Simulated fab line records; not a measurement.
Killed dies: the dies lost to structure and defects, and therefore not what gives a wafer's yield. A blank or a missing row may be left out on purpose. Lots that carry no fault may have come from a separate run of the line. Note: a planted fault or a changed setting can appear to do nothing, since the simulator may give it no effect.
The tool behind it: which one? / flow nandHarc / Sampling: 15 lots, 45 wafers, 4 of 1302 route steps

## WHAT THE GAUGES READ, wafer by wafer
No reading from a measuring or inspecting step in the record can be judged against a usual standard deviation.

## TOOL THAT RAN EACH LOT (tool first, then ch and the chambers of the sampled wafers, then the start)
lot=L632; NHARC_A_STAIRCASE_ETCH_15=rieDiel-03 ch 0,1,2, day 16 05:46 or earlier; NHARC_A_STAIRCASE_ETCH_17=rieDiel-03 ch 1,2,3, day 16 05:46 or earlier; NHARC_A_STAIRCASE_TRIM_24=rieDiel-01 ch 1,2,3, day 16 05:46; NHARC_A_STAIRCASE_ETCH_27=rieDiel-01 ch 1,2, no start
lot=L633; NHARC_A_STAIRCASE_ETCH_15=rieDiel-07 ch 1,2, day 16 16:10 or earlier; NHARC_A_STAIRCASE_ETCH_17=rieDiel-07 ch 0,1,2, day 16 16:10 or earlier; NHARC_A_STAIRCASE_TRIM_24=rieDiel-07 ch 1,3, day 16 16:10; NHARC_A_STAIRCASE_ETCH_27=rieDiel-07 ch 0,1,2, no start
lot=L634; NHARC_A_STAIRCASE_ETCH_15=rieDiel-03 ch 2,3, day 17 10:47 or earlier; NHARC_A_STAIRCASE_ETCH_17=rieDiel-03 ch 1,2,3, day 17 10:47 or earlier; NHARC_A_STAIRCASE_TRIM_24=rieDiel-01 ch 0,2, day 17 10:47; NHARC_A_STAIRCASE_ETCH_27=rieDiel-01 ch 0,1,2, no start
lot=L635; NHARC_A_STAIRCASE_ETCH_15=rieDiel-07 ch 1,3, day 17 16:49 or earlier; NHARC_A_STAIRCASE_ETCH_17=rieDiel-07 ch 0,3, day 17 16:49 or earlier; NHARC_A_STAIRCASE_TRIM_24=rieDiel-03 ch 0,1,2, day 17 16:49; NHARC_A_STAIRCASE_ETCH_27=rieDiel-03 ch 1,2, no start
lot=L637; NHARC_A_STAIRCASE_ETCH_15=rieDiel-01 ch 0,1,2, day 18 01:53 or earlier; NHARC_A_STAIRCASE_ETCH_17=rieDiel-01 ch 0,1,2, day 18 01:53 or earlier; NHARC_A_STAIRCASE_TRIM_24=rieDiel-03 ch 0,2,3, day 18 01:53; NHARC_A_STAIRCASE_ETCH_27=rieDiel-03 ch 1,2,3, no start
lot=L638; NHARC_A_STAIRCASE_ETCH_15=rieDiel-03 ch 1,2, day 18 23:01 or earlier; NHARC_A_STAIRCASE_ETCH_17=rieDiel-03 ch 1,3, day 18 23:01 or earlier; NHARC_A_STAIRCASE_TRIM_24=rieDiel-03 ch 0,1,3, day 18 23:01; NHARC_A_STAIRCASE_ETCH_27=rieDiel-03 ch 0,1,3, no start
lot=L639; NHARC_A_STAIRCASE_ETCH_15=rieDiel-03 ch 1,2, day 19 07:02 or earlier; NHARC_A_STAIRCASE_ETCH_17=rieDiel-03 ch 1,3, day 19 07:02 or earlier; NHARC_A_STAIRCASE_TRIM_24=rieDiel-03 ch 1,2, day 19 07:02; NHARC_A_STAIRCASE_ETCH_27=rieDiel-03 ch 0,2, no start
lot=L640; NHARC_A_STAIRCASE_ETCH_15=rieDiel-01 ch 0,2,3, day 20 01:47 or earlier; NHARC_A_STAIRCASE_ETCH_17=rieDiel-01 ch 0,1,3, day 20 01:47 or earlier; NHARC_A_STAIRCASE_TRIM_24=rieDiel-03 ch 0,1,2, day 20 01:47; NHARC_A_STAIRCASE_ETCH_27=rieDiel-03 ch 0,1,2, no start
lot=L646; NHARC_A_STAIRCASE_ETCH_15=rieDiel-01 ch 0,1,3, day 21 15:19 or earlier; NHARC_A_STAIRCASE_ETCH_17=rieDiel-01 ch 0,3, day 21 15:19 or earlier; NHARC_A_STAIRCASE_TRIM_24=rieDiel-01 ch 1,2,3, day 21 15:19; NHARC_A_STAIRCASE_ETCH_27=rieDiel-01 ch 1,2, no start
lot=L647; NHARC_A_STAIRCASE_ETCH_15=rieDiel-07 ch 0,2, day 22 04:29 or earlier; NHARC_A_STAIRCASE_ETCH_17=rieDiel-07 ch 0,1,2, day 22 04:29 or earlier; NHARC_A_STAIRCASE_TRIM_24=rieDiel-03 ch 1,3, day 22 04:29; NHARC_A_STAIRCASE_ETCH_27=rieDiel-03 ch 0,1,2, no start
lot=L648; NHARC_A_STAIRCASE_ETCH_15=rieDiel-01 ch 0,3, day 22 15:04 or earlier; NHARC_A_STAIRCASE_ETCH_17=rieDiel-01 ch 0,3, day 22 15:04 or earlier; NHARC_A_STAIRCASE_TRIM_24=rieDiel-03 ch 1,3, day 22 15:04; NHARC_A_STAIRCASE_ETCH_27=rieDiel-03 ch 0,1,3, no start
lot=L649; NHARC_A_STAIRCASE_ETCH_15=rieDiel-03 ch 2,3, day 23 10:42 or earlier; NHARC_A_STAIRCASE_ETCH_17=rieDiel-03 ch 0,1, day 23 10:42 or earlier; NHARC_A_STAIRCASE_TRIM_24=rieDiel-01 ch 0,2, day 23 10:42; NHARC_A_STAIRCASE_ETCH_27=rieDiel-01 ch 0,1, no start
lot=L652; NHARC_A_STAIRCASE_ETCH_15=rieDiel-03 ch 1,2, day 24 08:44 or earlier; NHARC_A_STAIRCASE_ETCH_17=rieDiel-03 ch 0,3, day 24 08:44 or earlier; NHARC_A_STAIRCASE_TRIM_24=rieDiel-03 ch 0,1, day 24 08:44; NHARC_A_STAIRCASE_ETCH_27=rieDiel-03 ch 0,1,2, no start
lot=L653; NHARC_A_STAIRCASE_ETCH_15=rieDiel-03 ch 0,1,2, day 25 08:04 or earlier; NHARC_A_STAIRCASE_ETCH_17=rieDiel-03 ch 0,1,3, day 25 08:04 or earlier; NHARC_A_STAIRCASE_TRIM_24=rieDiel-03 ch 0,1,2, day 25 08:04; NHARC_A_STAIRCASE_ETCH_27=rieDiel-03 ch 2,3, no start
lot=L654; NHARC_A_STAIRCASE_ETCH_15=rieDiel-01 ch 1,2,3, day 25 18:44 or earlier; NHARC_A_STAIRCASE_ETCH_17=rieDiel-01 ch 0,1,2, day 25 18:44 or earlier; NHARC_A_STAIRCASE_TRIM_24=rieDiel-07 ch 1,2, day 25 18:44; NHARC_A_STAIRCASE_ETCH_27=rieDiel-07 ch 1,2, no start
- NHARC_A_STAIRCASE_ETCH_15: etches the open film in C4F8/O2, target depth 100 nm, time 40.5 s.
- NHARC_A_STAIRCASE_ETCH_17: etches the open film in C4F8/O2, target depth 100 nm, time 40.5 s.
- NHARC_A_STAIRCASE_TRIM_24: chemistry O2, time 211.2 s.
- NHARC_A_STAIRCASE_ETCH_27: etches the open film in C4F8/O2, target depth 100 nm, time 40.5 s.

## WHAT THE TOOLS THEMSELVES READ (means of the sampled wafers that have a number; where no wafer has one, the mark that the record gives instead)
NHARC_A_STAIRCASE_ETCH_15. Usual: oesProductAu 0.945 a.u., standard deviation 0.013; rfVppV 897 V, standard deviation 6.2.
lot=L632; tool=rieDiel-03; oesProductAu (a.u.)=0.940; rfVppV (V)=893; flag=
lot=L633; tool=rieDiel-07; oesProductAu (a.u.)=0.952; rfVppV (V)=892; flag=
lot=L634; tool=rieDiel-03; oesProductAu (a.u.)=0.957; rfVppV (V)=892; flag=
lot=L635; tool=rieDiel-07; oesProductAu (a.u.)=0.951; rfVppV (V)=893; flag=
lot=L637; tool=rieDiel-01; oesProductAu (a.u.)=0.939; rfVppV (V)=895; flag=
lot=L638; tool=rieDiel-03; oesProductAu (a.u.)=0.952; rfVppV (V)=896; flag=
lot=L639; tool=rieDiel-03; oesProductAu (a.u.)=0.946; rfVppV (V)=895; flag=
lot=L640; tool=rieDiel-01; oesProductAu (a.u.)=0.942; rfVppV (V)=893; flag=
lot=L646; tool=rieDiel-01; oesProductAu (a.u.)=0.950; rfVppV (V)=895; flag=
lot=L647; tool=rieDiel-07; oesProductAu (a.u.)=0.934; rfVppV (V)=900; flag=
lot=L648; tool=rieDiel-01; oesProductAu (a.u.)=0.950; rfVppV (V)=899; flag=
lot=L649; tool=rieDiel-03; oesProductAu (a.u.)=0.944; rfVppV (V)=902; flag=
lot=L652; tool=rieDiel-03; oesProductAu (a.u.)=0.939; rfVppV (V)=901; flag=
lot=L653; tool=rieDiel-03; oesProductAu (a.u.)=0.938; rfVppV (V)=899; flag=
lot=L654; tool=rieDiel-01; oesProductAu (a.u.)=0.939; rfVppV (V)=896; flag=

NHARC_A_STAIRCASE_ETCH_17. Usual: oesProductAu 0.946 a.u., standard deviation 0.013; rfVppV 896 V, standard deviation 6.4.
lot=L632; tool=rieDiel-03; oesProductAu (a.u.)=0.947; rfVppV (V)=894; flag=
lot=L633; tool=rieDiel-07; oesProductAu (a.u.)=0.956; rfVppV (V)=896; flag=
lot=L634; tool=rieDiel-03; oesProductAu (a.u.)=0.954; rfVppV (V)=893; flag=
lot=L635; tool=rieDiel-07; oesProductAu (a.u.)=0.951; rfVppV (V)=903; flag=
lot=L637; tool=rieDiel-01; oesProductAu (a.u.)=0.949; rfVppV (V)=895; flag=
lot=L638; tool=rieDiel-03; oesProductAu (a.u.)=0.956; rfVppV (V)=897; flag=
lot=L639; tool=rieDiel-03; oesProductAu (a.u.)=0.947; rfVppV (V)=898; flag=
lot=L640; tool=rieDiel-01; oesProductAu (a.u.)=0.946; rfVppV (V)=895; flag=
lot=L646; tool=rieDiel-01; oesProductAu (a.u.)=0.938; rfVppV (V)=900; flag=
lot=L647; tool=rieDiel-07; oesProductAu (a.u.)=0.944; rfVppV (V)=897; flag=
lot=L648; tool=rieDiel-01; oesProductAu (a.u.)=0.937; rfVppV (V)=894; flag=
lot=L649; tool=rieDiel-03; oesProductAu (a.u.)=0.947; rfVppV (V)=897; flag=
lot=L652; tool=rieDiel-03; oesProductAu (a.u.)=0.954; rfVppV (V)=894; flag=
lot=L653; tool=rieDiel-03; oesProductAu (a.u.)=0.958; rfVppV (V)=895; flag=
lot=L654; tool=rieDiel-01; oesProductAu (a.u.)=0.941; rfVppV (V)=900; flag=

NHARC_A_STAIRCASE_TRIM_24. Usual: drypumpMotorCurrentA 5.7 A, standard deviation 0.51; o2FlowSccm 500.2 sccm, standard deviation 1.5; oesProductAu 1.003 a.u., standard deviation 0.012; rfVppV 57.8 V, standard deviation 0.95; showerheadPlenumPTorr 3.51 Torr, standard deviation 0.16; throttleValvePct 17.037 %, standard deviation 0.0083.
lot=L632; tool=rieDiel-01; drypumpMotorCurrentA (A)=5.5; o2FlowSccm (sccm)=498.8; oesProductAu (a.u.)=0.995; rfVppV (V)=56.9; showerheadPlenumPTorr (Torr)=3.39; throttleValvePct (%)=17.046; flag=
lot=L633; tool=rieDiel-07; drypumpMotorCurrentA (A)=5.6; o2FlowSccm (sccm)=501.1; oesProductAu (a.u.)=1.010; rfVppV (V)=58.3; showerheadPlenumPTorr (Torr)=3.45; throttleValvePct (%)=17.042; flag=
lot=L634; tool=rieDiel-01; drypumpMotorCurrentA (A)=5.2; o2FlowSccm (sccm)=500.1; oesProductAu (a.u.)=0.993; rfVppV (V)=58.0; showerheadPlenumPTorr (Torr)=3.60; throttleValvePct (%)=17.035; flag=
lot=L635; tool=rieDiel-03; drypumpMotorCurrentA (A)=5.8; o2FlowSccm (sccm)=500.3; oesProductAu (a.u.)=1.003; rfVppV (V)=58.3; showerheadPlenumPTorr (Torr)=3.47; throttleValvePct (%)=17.036; flag=
lot=L637; tool=rieDiel-03; drypumpMotorCurrentA (A)=5.6; o2FlowSccm (sccm)=500.8; oesProductAu (a.u.)=1.007; rfVppV (V)=57.2; showerheadPlenumPTorr (Torr)=3.42; throttleValvePct (%)=17.036; flag=
lot=L638; tool=rieDiel-03; drypumpMotorCurrentA (A)=5.6; o2FlowSccm (sccm)=499.4; oesProductAu (a.u.)=1.076; rfVppV (V)=58.3; showerheadPlenumPTorr (Torr)=3.53; throttleValvePct (%)=17.033; flag=OFF
lot=L639; tool=rieDiel-03; drypumpMotorCurrentA (A)=6.3; o2FlowSccm (sccm)=499.7; oesProductAu (a.u.)=1.066; rfVppV (V)=58.0; showerheadPlenumPTorr (Torr)=3.51; throttleValvePct (%)=17.038; flag=OFF
lot=L640; tool=rieDiel-03; drypumpMotorCurrentA (A)=5.8; o2FlowSccm (sccm)=500.7; oesProductAu (a.u.)=1.071; rfVppV (V)=58.3; showerheadPlenumPTorr (Torr)=3.45; throttleValvePct (%)=17.037; flag=OFF
lot=L646; tool=rieDiel-01; drypumpMotorCurrentA (A)=5.5; o2FlowSccm (sccm)=499.0; oesProductAu (a.u.)=0.998; rfVppV (V)=57.5; showerheadPlenumPTorr (Torr)=3.37; throttleValvePct (%)=17.024; flag=
lot=L647; tool=rieDiel-03; drypumpMotorCurrentA (A)=6.0; o2FlowSccm (sccm)=499.9; oesProductAu (a.u.)=1.031; rfVppV (V)=58.0; showerheadPlenumPTorr (Torr)=3.53; throttleValvePct (%)=17.035; flag=
lot=L648; tool=rieDiel-03; drypumpMotorCurrentA (A)=6.1; o2FlowSccm (sccm)=500.4; oesProductAu (a.u.)=1.027; rfVppV (V)=57.5; showerheadPlenumPTorr (Torr)=3.57; throttleValvePct (%)=17.041; flag=
lot=L649; tool=rieDiel-01; drypumpMotorCurrentA (A)=5.4; o2FlowSccm (sccm)=500.7; oesProductAu (a.u.)=1.002; rfVppV (V)=57.6; showerheadPlenumPTorr (Torr)=3.43; throttleValvePct (%)=17.042; flag=
lot=L652; tool=rieDiel-03; drypumpMotorCurrentA (A)=5.8; o2FlowSccm (sccm)=501.3; oesProductAu (a.u.)=1.006; rfVppV (V)=58.2; showerheadPlenumPTorr (Torr)=3.56; throttleValvePct (%)=17.037; flag=
lot=L653; tool=rieDiel-03; drypumpMotorCurrentA (A)=5.8; o2FlowSccm (sccm)=499.9; oesProductAu (a.u.)=1.006; rfVppV (V)=57.2; showerheadPlenumPTorr (Torr)=3.61; throttleValvePct (%)=17.030; flag=
lot=L654; tool=rieDiel-07; drypumpMotorCurrentA (A)=5.6; o2FlowSccm (sccm)=500.9; oesProductAu (a.u.)=1.004; rfVppV (V)=58.0; showerheadPlenumPTorr (Torr)=3.38; throttleValvePct (%)=17.031; flag=

NHARC_A_STAIRCASE_ETCH_27. Usual: oesProductAu 0.945 a.u., standard deviation 0.013; rfVppV 895 V, standard deviation 6.2.
lot=L632; tool=rieDiel-01; oesProductAu (a.u.)=0.936; rfVppV (V)=891; flag=
lot=L633; tool=rieDiel-07; oesProductAu (a.u.)=0.941; rfVppV (V)=898; flag=
lot=L634; tool=rieDiel-01; oesProductAu (a.u.)=0.950; rfVppV (V)=895; flag=
lot=L635; tool=rieDiel-03; oesProductAu (a.u.)=0.953; rfVppV (V)=895; flag=
lot=L637; tool=rieDiel-03; oesProductAu (a.u.)=0.939; rfVppV (V)=893; flag=
lot=L638; tool=rieDiel-03; oesProductAu (a.u.)=0.956; rfVppV (V)=896; flag=
lot=L639; tool=rieDiel-03; oesProductAu (a.u.)=0.947; rfVppV (V)=891; flag=
lot=L640; tool=rieDiel-03; oesProductAu (a.u.)=0.948; rfVppV (V)=893; flag=
lot=L646; tool=rieDiel-01; oesProductAu (a.u.)=0.948; rfVppV (V)=892; flag=
lot=L647; tool=rieDiel-03; oesProductAu (a.u.)=0.942; rfVppV (V)=899; flag=
lot=L648; tool=rieDiel-03; oesProductAu (a.u.)=0.954; rfVppV (V)=896; flag=
lot=L649; tool=rieDiel-01; oesProductAu (a.u.)=0.939; rfVppV (V)=896; flag=
lot=L652; tool=rieDiel-03; oesProductAu (a.u.)=0.950; rfVppV (V)=899; flag=
lot=L653; tool=rieDiel-03; oesProductAu (a.u.)=0.944; rfVppV (V)=898; flag=
lot=L654; tool=rieDiel-07; oesProductAu (a.u.)=0.936; rfVppV (V)=890; flag=

## THE ANSWER, worked out from the rows above alone
Rule: take the mean of a lot's wafers that have a number; if it is more than 3 standard deviations from the usual mean, the lot is off. A lot without any number at a reading at which 4 lots or more have one is off too. The other lots that the step has rows for count as sound. First the gauges in route order, then the tools' own readings, where a lot's mean is used as printed above. The first step at which some lot is off is used, and at that step the reading that is off furthest; a lot without a number counts as furthest.
Off: L638, L639, L640, at NHARC_A_STAIRCASE_TRIM_24 (oesProductAu).
A tool fits if, at that step or a process step before it, it ran every lot that is off, and no sound lot after the first of them. Because NHARC_A_STAIRCASE_ETCH_15 lacks a start for some lots, the hours and order of its lots are taken from NHARC_A_STAIRCASE_TRIM_24. Because NHARC_A_STAIRCASE_ETCH_17 lacks a start for some lots, the hours and order of its lots are taken from NHARC_A_STAIRCASE_TRIM_24. None of those tried fits.

## WHAT WAS PUT IN BY THE SIMULATOR
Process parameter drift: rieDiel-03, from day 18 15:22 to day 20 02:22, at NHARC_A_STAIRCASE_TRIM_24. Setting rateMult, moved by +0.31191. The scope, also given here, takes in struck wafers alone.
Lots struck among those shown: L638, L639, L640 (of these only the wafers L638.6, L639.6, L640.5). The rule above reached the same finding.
